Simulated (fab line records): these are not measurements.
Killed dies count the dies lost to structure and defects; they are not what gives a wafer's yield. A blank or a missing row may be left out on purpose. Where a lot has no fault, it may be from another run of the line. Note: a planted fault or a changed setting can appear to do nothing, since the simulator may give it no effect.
fab line records	flow nandHarc
record: lots: 7	wafers: 21	lastDay: 33
route steps=1302 shown A_CHANNEL_FILL_D1@515 A_DECK1_JOINT@518 END@1302
lots that met no fault: taken from a fault-free run of the same line
startH: start of the lot's first displayed wafer, in hours after the record's first day	waitH: how many hours have passed since the lot's step before this one	" the same as in the row above	L1.1+2: a single row standing in for several wafers	- no value present, or no start provided	* or withheld: withheld	< > ~ a bound
route shown NAME@n: a module of which the file shows steps, and the number in the route of the first	usual: mean and standard deviation over wafers with no fault	same: alike in all rows	chamber/n: place in a boat	sites: readings site by site	_std_site: the values' standard deviation	_edge_site: the outer-site mean with the inner-site mean subtracted	radiusMm: for every site, how far away it sits from the centre of the wafer	mask NAME#n: copy n	behind: tool/chamber where the wafer was last shaped	hold: cause of the lot's hold/its duration in hours/its outcome	device: whichever transistor did not switch (one of n, p or np)	end of line: tests run on the same wafers once the route is complete	a step given without rows: its recipe and nothing more	killed: the dies lost at the first sort to structure and to defects; this is not the yield of the wafer	map: the dies of a wafer, with x for killed, . for not killed, _ for no die there
set.NAME: setting as actually run; set.NAME@STEP: the setting as run at that earlier step	model.NAME: the simulator's own value behind a step, which no gauge read
lots seen at some steps along the route; tables by step, rows by wafer
services: from which hour (startH, from the record's first day; less than 0 if before it) a tool's chamber was out of use, for how many hours, and why
== steps ==
step: NHARC_A_CHANNEL_FILL_D1_SRD_12
step: NHARC_A_CHANNEL_FILL_D1_INSPECT_13
usual: rawDefectCount: 328/110
lot.wafer	tool	chamber	startH	waitH	rawDefectCount
L993.4	defectInspect-02	-	270.82	0.0	366
L993.5	"	-	"	"	370
L993.6	"	-	"	"	434
L994.3	defectInspect-02	-	278.89	0.0	254
L994.5	"	-	"	"	426
L994.6	"	-	"	"	566
L998.2	defectInspect-02	-	330.12	0.0	215
L998.3	"	-	"	"	377
L998.6	"	-	"	"	460
L100.1	defectInspect-02	-	334.62	0.0	414
L100.3	"	-	"	"	353
L100.4	"	-	"	"	302
L999.1	defectInspect-01	-	334.62	0.0	193
L999.5	"	-	"	"	230
L999.6	"	-	"	"	330
L106.3	defectInspect-02	-	401.04	0.0	437
L106.4	"	-	"	"	308
L106.5	"	-	"	"	201
L109.1	defectInspect-02	-	442.22	0.0	394
L109.5	"	-	"	"	287
L109.6	"	-	"	"	508
step: NHARC_A_DECK1_JOINT_ETCHBACK_07
recipe: targetDepthA: 1050	timeS: 26.9	hbrFlowSccm: 150	rfW: 350	icpW: 350	biasW: 60	chemistry: HBr
usual: chamberPressureMTorr: 15.000/0.012	drypumpMotorCurrentA: 5.8/0.62	oesProductAu: 1.001/0.0096	throttleValvePct: 23.267/0.0091
lot.wafer	tool	chamber	startH	waitH	chamberPressureMTorr	drypumpMotorCurrentA	oesProductAu	rfHoursCounterH	throttleValvePct
L993.4	rieSi-05	2	270.89	0.1	15.000	6.3	1.003	0.91	23.254
L993.6	"	1	"	"	15.009	6.0	0.989	-	23.269
L993.5	"	2	"	"	14.998	6.3	1.006	-	23.264
L994.3	rieSi-03	3	278.99	0.1	15.014	4.7	0.988	0.20	23.257
L994.5	"	0	"	"	14.993	5.4	1.011	-	23.288
L994.6	"	1	"	"	14.998	6.3	0.991	-	23.267
L998.3	rieSi-05	0	330.18	0.1	15.014	6.1	1.006	0.08	23.270
L998.2	"	1	"	"	14.990	6.0	0.995	0.10	23.260
L998.6	"	0	"	"	15.003	6.1	0.996	-	23.258
L100.1	rieSi-04	3	334.68	0.1	15.014	5.2	1.001	1.23	23.286
L100.3	"	0	"	"	15.013	6.5	1.007	1.19	23.265
L100.4	"	2	"	"	14.996	5.2	0.997	1.13	23.260
L999.1	rieSi-05	1	334.68	0.1	14.998	6.0	0.992	0.16	23.267
L999.5	"	1	"	"	15.019	6.0	0.977	-	23.260
L999.6	"	2	"	"	14.984	6.2	0.993	-	23.267
L106.3	rieSi-05	3	401.13	0.1	15.014	4.7	1.005	0.47	23.280
L106.4	"	0	"	"	14.999	6.1	1.006	0.58	23.278
L106.5	"	1	"	"	15.011	6.0	1.003	-	23.257
L109.1	rieSi-04	3	442.28	0.1	15.001	5.2	1.000	0.64	23.263
L109.6	"	3	"	"	15.001	5.2	0.999	-	23.272
L109.5	"	0	"	"	14.993	6.5	0.995	-	23.266
step: NHARC_A_DECK1_JOINT_ETCH_25
recipe: targetDepthA: 5	chemistry: dHF	material: SiO2
step: NHARC_A_DECK1_JOINT_ETCH_19
recipe: tempC: 25	targetDepthA: 30	chemistry: TMAH	material: poly-Si
step: NHARC_A_DECK1_JOINT_ETCH_18
recipe: targetDepthA: 30	chemistry: dHF	material: SiO2
step: NHARC_A_DECK1_JOINT_WET_08
recipe: tempC: 160	timeS: 86	chemistry: H3PO4
step: NHARC_A_DECK1_JOINT_ETCH_09
recipe: targetDepthA: 50	chemistry: dHF	material: SiO2
step: NHARC_A_DECK1_JOINT_WET_10
recipe: tempC: 160	timeS: 86	chemistry: H3PO4
step: NHARC_A_DECK1_JOINT_ETCH_11
recipe: targetDepthA: 350	chemistry: dHF	material: SiO2
step: NHARC_A_DECK1_JOINT_CVD_12
recipe: targetThkA: 900	tempC: 620	pressureMtorr: 200	timeS: 1800	material: poly-Si
usual: spikeTcTopC: 639/3.3	tubeCenterTempC: 620.01/0.058
lot.wafer	tool	chamber	startH	waitH	spikeTcTopC	tubeCenterTempC
L993.4	lpcvdPoly-02	0	278.33	2.5	639	619.95
L993.5	"	0	"	"	639	620.07
L993.6	"	0	"	"	639	620.07
L994.3	lpcvdPoly-02	0	286.40	2.6	638	620.03
L994.5	"	0	"	"	639	619.97
L994.6	"	0	"	"	637	619.97
L998.2	lpcvdPoly-02	0	337.61	2.6	637	620.09
L998.3	"	0	"	"	639	619.99
L998.6	"	0	"	"	641	619.93
L999.1	lpcvdPoly-03	0	341.96	2.4	648	619.96
L999.5	"	0	"	"	650	620.04
L999.6	"	0	"	"	647	620.03
L999.1	lpcvdPoly-01	0	345.64	1.2	638	620.02
L999.5	"	0	"	"	636	620.01
L999.6	"	0	"	"	634	620.08
L100.1	lpcvdPoly-03	0	341.96	2.4	650	619.91
L100.3	"	0	"	"	649	619.98
L100.4	"	0	"	"	649	620
L100.1	lpcvdPoly-01	0	345.64	1.2	637	619.91
L100.3	"	0	"	"	636	619.99
L100.4	"	0	"	"	634	620.06
L106.3	lpcvdPoly-02	0	408.53	2.6	639	619.94
L106.4	"	0	"	"	638	619.91
L106.5	"	0	"	"	640	620
L106.3	lpcvdPoly-01	0	412.94	1.9	638	620.02
L106.4	"	0	"	"	637	620
L106.5	"	0	"	"	637	620.06
L109.1	lpcvdPoly-01	0	449.73	2.5	635	620.17
L109.5	"	0	"	"	638	620.09
L109.6	"	0	"	"	636	620.07
step: NHARC_A_DECK1_JOINT_CMP_13
recipe: targetThkNm: 51.023
usual: motorCurrentA: 11.6/0.95	slurryFlowMlMin: 150.1/0.48	timeToEndpointS: 9.3/2.2
lot.wafer	tool	chamber	startH	waitH	motorCurrentA	slurryFlowMlMin	timeToEndpointS
L993.4	cmp-02	2	281.20	0.4	10.9	150.3	7.5
L993.6	"	1	"	"	10.8	150.3	10.1
L993.5	"	2	"	"	11.2	149.6	8.8
L994.3	cmp-03	2	289.25	0.4	13.2	149.2	9.9
L994.5	"	1	"	"	13.7	149.3	8.5
L994.6	"	2	"	"	13.4	150.1	10.4
L998.3	cmp-02	0	340.47	0.4	13.0	150.0	6.9
L998.2	"	2	"	"	11.6	149.9	8.4
L998.6	"	1	"	"	9.9	149.5	8.2
L100.3	cmp-03	0	348.85	0.7	11.3	150.3	18.3
L100.1	"	1	"	"	12.3	149.4	19.8
L100.4	"	2	"	"	12.9	150.8	20.5
L999.1	cmp-01	2	348.85	0.7	11.3	149.3	17.7
L999.5	"	1	"	"	10.3	149.7	16.3
L999.6	"	2	"	"	11.4	150.0	17.5
L106.3	cmp-02	1	416.17	0.7	10.7	149.9	23.0
L106.4	"	0	"	"	12.7	149.9	23.2
L106.5	"	1	"	"	9.9	150.0	20.5
L109.1	cmp-01	3	452.53	0.4	11.8	149.9	7.7
L109.6	"	3	"	"	12.0	149.8	7.2
L109.5	"	0	"	"	11.8	150.4	7.1
step: NHARC_A_DECK1_JOINT_THK_MEAS_14
recipe: thkMeasGauge: ellipsometry
usual: thkNm: 50.9/1.5
lot.wafer	tool	chamber	startH	waitH	thkNm
L993.4	filmMetro-01	-	281.43	0.2	51.1
L993.5	"	-	"	"	51.2
L993.6	"	-	"	"	55.0
L994.3	filmMetro-01	-	289.48	0.2	49.2
L994.5	"	-	"	"	48.4
L994.6	"	-	"	"	48.7
L998.2	filmMetro-01	-	340.72	0.2	50.7
L998.3	"	-	"	"	51.6
L998.6	"	-	"	"	52.9
L999.1	filmMetro-01	-	349.09	0.2	52.0
L999.5	"	-	"	"	51.2
L999.6	"	-	"	"	50.8
L100.1	filmMetro-02	-	349.09	0.2	52.5
L100.3	"	-	"	"	51.4
L100.4	"	-	"	"	52.9
L106.3	filmMetro-02	-	416.43	0.2	52.4
L106.4	"	-	"	"	53.7
L106.5	"	-	"	"	53.2
L109.1	filmMetro-02	-	452.79	0.2	52.2
L109.5	"	-	"	"	50.9
L109.6	"	-	"	"	50.6
step: NHARC_END_SORT_01
recipe: tempC: 25
usual: killedAtArray: 64/18	killedAtOther: 0.8/1.1	killedAtPeriphery: 3.8/2.7	killedDies: 68/18	killedOpen: 3.3/1.9	killedShort: 2.3/1.8
same: grossDies: 677
lot.wafer	tool	chamber	startH	waitH	killedAtArray	killedAtOther	killedAtPeriphery	killedDies	killedOpen	killedShort
L994.3	prober-01	0	617.31	3.1	107	1	1	109	8	3
L994.5	prober-01	0	618.91	3.7	98	0	1	99	1	1
L994.6	prober-01	0	619.70	4.0	95	1	4	100	4	6
L999.1	prober-01	0	662.61	2.5	81	1	6	88	1	7
L999.5	prober-01	0	665.82	3.7	81	0	7	88	4	1
L999.6	prober-01	0	666.62	4.0	77	0	7	84	2	3
L100.1	prober-01	0	674.57	2.5	63	0	4	67	6	4
killed by level:class
L994.3 A_CHANNEL_HOLE_D2:chamberFilmFlake=31 A_CHANNEL_HOLE_D1:chamberFilmFlake=29 A_SLIT:chamberFilmFlake=20 A_STAIRCASE:chamberFilmFlake=10 A_CONTACT:chamberFilmFlake=3 A_CHANNEL_HOLE_D1:geometricParticle:short=2 A_DECK1_JOINT:geometricParticle:open=2 A_WL_FILL:geometricParticle:open=2
L994.5 A_CHANNEL_HOLE_D1:chamberFilmFlake=38 A_CHANNEL_HOLE_D2:chamberFilmFlake=27 A_SLIT:chamberFilmFlake=22 A_CONTACT:chamberFilmFlake=5 A_STAIRCASE:chamberFilmFlake=4 A_ONON_D2:geometricParticle:short=1 A_CONTACT:geometricParticle:open=1 P_GATE:chamberFilmFlake=1
L994.6 A_CHANNEL_HOLE_D2:chamberFilmFlake=36 A_CHANNEL_HOLE_D1:chamberFilmFlake=26 A_SLIT:chamberFilmFlake=21 A_STAIRCASE:chamberFilmFlake=2 A_CONTACT:chamberFilmFlake=2 P_STI:geometricParticle:short=1 P_M1:geometricParticle:open=1 A_ONON_D1:geometricParticle:open=1
L999.1 A_SLIT:chamberFilmFlake=36 A_CHANNEL_HOLE_D1:chamberFilmFlake=30 P_ZERO_WELL:chamberFilmFlake=3 A_ZERO_WELL:chamberFilmFlake=3 P_CONTACT:chamberFilmFlake=2 A_BLC:chamberFilmFlake=2 P_M1:geometricParticle:short=1 A_ONON_D1:geometricParticle:short=1
L999.5 A_SLIT:chamberFilmFlake=39 A_CHANNEL_HOLE_D1:chamberFilmFlake=31 P_ZERO_WELL:chamberFilmFlake=4 A_ZERO_WELL:chamberFilmFlake=3 A_CONTACT:chamberFilmFlake=2 P_M0:geometricParticle:short=1 A_ONON_D1:geometricParticle:open=1 A_DECK1_JOINT:geometricParticle:open=1
L999.6 A_CHANNEL_HOLE_D1:chamberFilmFlake=36 A_SLIT:chamberFilmFlake=30 A_CONTACT:chamberFilmFlake=3 P_ZERO_WELL:chamberFilmFlake=2 P_GATE:chamberFilmFlake=2 A_STAIRCASE:chamberFilmFlake=2 P_GATE:geometricParticle:open=1 P_M0:geometricParticle:short=1
L100.1 A_SLIT:chamberFilmFlake=29 A_CHANNEL_HOLE_D2:chamberFilmFlake=16 A_CHANNEL_HOLE_D1:chamberFilmFlake=5 A_BLC:chamberFilmFlake=3 A_STAIRCASE:chamberFilmFlake=2 P_GATE:geometricParticle:open=1 P_CONTACT:geometricParticle:short=1 A_ONON_D1:geometricParticle:open=1
== services ==
tool	chamber	startH	hours	kind
rieSi-03	-	260.32	0.7	repair
cmp-03	-	261.29	4.0	pm
rieSi-03	2	264.15	2.9	repair
cmp-02	-	272.75	1.3	repair
rieSi-05	3	277.57	10.4	repair
cmp-01	-	283.69	4.0	pm
cmp-01	-	288.49	3.5	repair
rieSi-05	2	288.63	15.7	repair
cmp-01	-	303.48	0.7	repair
rieSi-05	-	305.00	9.0	pm
cmp-02	-	314.87	0.3	repair
cmp-02	-	330.56	4.0	pm
rieSi-04	-	342.00	9.0	pm
cmp-03	-	359.29	4.0	pm
cmp-03	-	367.76	2.2	repair
cmp-02	-	373.52	1.1	repair
cmp-01	-	376.80	0.9	repair
cmp-01	-	381.69	4.0	pm
cmp-02	-	382.14	1.3	repair
lpcvdPoly-03	-	393.21	26.0	pm
cmp-03	-	412.69	1.3	repair
cmp-02	-	428.56	4.0	pm
rieSi-04	2	430.73	2.0	repair
cmp-03	-	446.79	4.9	repair
== key ==
firstSign: step: NHARC_A_DECK1_JOINT_CVD_12	reading: visit	direction: added
effect: step: NHARC_A_DECK1_JOINT_CMP_13	reading: timeToEndpointS	direction: up	sigmas: 4.6	usual: *	struck: *
metAt NHARC_A_DECK1_JOINT_CVD_12
struckWafers L999.1,L999.5,L999.6,L100.1,L100.3,L100.4,L106.3,L106.4,L106.5
testerLeftOut L999,L100,L106
fault: kind: repeatedStepWhole	tool: lpcvdPoly-01,lpcvdPoly-02,lpcvdPoly-03	chamber: -	onsetH: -	steps: NHARC_A_DECK1_JOINT_CVD_12	times: 1	scope: struckLotsOnly
testerLeftOut: of these lots the tester's yield and bins aren't shown, on N5 and GAA mostly nor the transistor test; their killed dies are dies lost to structure and defects alone, not to doping, threshold or leakage, so they don't give the yield
